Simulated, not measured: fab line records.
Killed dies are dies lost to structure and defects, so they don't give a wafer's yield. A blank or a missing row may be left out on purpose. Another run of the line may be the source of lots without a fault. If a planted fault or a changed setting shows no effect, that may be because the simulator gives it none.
Matching of chambers || flow nand_harc || rie_diel-01 running NHARC_HYBRID_BOND_ACTIVATE_00: 4 sister chambers
The step chemistry N2, time 60 s. 8 wafers are shown with their chamber, then 7 later ones without.

## WAFERS PAIRED WITH THEIR CHAMBERS
{"wafer": "L945.3", "chamber": 3, "drypump_motor_current_A (A)": 5.2, "oes_product_au (a.u.)": 0.992}
{"wafer": "L945.4", "chamber": 1, "drypump_motor_current_A (A)": 6.5, "oes_product_au (a.u.)": 1.005}
{"wafer": "L952.1", "chamber": 1, "drypump_motor_current_A (A)": 6.5, "oes_product_au (a.u.)": 1.003}
{"wafer": "L952.2", "chamber": 0, "drypump_motor_current_A (A)": 5.1, "oes_product_au (a.u.)": 1.000}
{"wafer": "L950.5", "chamber": 2, "drypump_motor_current_A (A)": 5.4, "oes_product_au (a.u.)": 0.983}
{"wafer": "L950.6", "chamber": 3, "drypump_motor_current_A (A)": 5.3, "oes_product_au (a.u.)": 0.997}
{"wafer": "L955.2", "chamber": 2, "drypump_motor_current_A (A)": 5.4, "oes_product_au (a.u.)": 0.993}
{"wafer": "L955.4", "chamber": 0, "drypump_motor_current_A (A)": 5.1, "oes_product_au (a.u.)": 1.003}

## WAFERS MISSING THEIR CHAMBER
{"wafer": "L955.5", "drypump_motor_current_A (A)": 5.4, "oes_product_au (a.u.)": 0.993}
{"wafer": "L956.2", "drypump_motor_current_A (A)": 5.3, "oes_product_au (a.u.)": 0.998}
{"wafer": "L956.3", "drypump_motor_current_A (A)": 5.1, "oes_product_au (a.u.)": 1.011}
{"wafer": "L956.5", "drypump_motor_current_A (A)": 5.1, "oes_product_au (a.u.)": 0.999}
{"wafer": "L965.1", "drypump_motor_current_A (A)": 5.2, "oes_product_au (a.u.)": 0.988}
{"wafer": "L965.3", "drypump_motor_current_A (A)": 5.4, "oes_product_au (a.u.)": 1.018}
{"wafer": "L965.5", "drypump_motor_current_A (A)": 6.5, "oes_product_au (a.u.)": 1.009}

## EACH ONE'S CHAMBER
{"wafer": "L955.5", "from the rows above": 2, "in truth": 2}
{"wafer": "L956.2", "from the rows above": 3, "in truth": 3}
{"wafer": "L956.3", "from the rows above": 0, "in truth": 0}
{"wafer": "L956.5", "from the rows above": 0, "in truth": 0}
{"wafer": "L965.1", "from the rows above": 3, "in truth": 3}
{"wafer": "L965.3", "from the rows above": "can't be placed: 3 or 2", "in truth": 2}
{"wafer": "L965.5", "from the rows above": 1, "in truth": 1}
Placed correctly: 6 of 7. These rows do not allow placing 1 (true chamber among the candidates in 1). 0 placed wrongly.
How it was worked out, from the rows above alone: a wafer's distance from a chamber is the root of the sum, over the readings, of the square of ((its reading less the chamber's mean) divided by the reading's scatter). The wafer belongs to the nearest chamber; if the next one is less than 2 further off, it can't be placed. The mean given for a chamber averages the wafers shown for that chamber. The scatter: take each reading less its chamber's mean, square it, sum over the shown wafers, divide by the number of wafers less the number of chambers, and take the root.
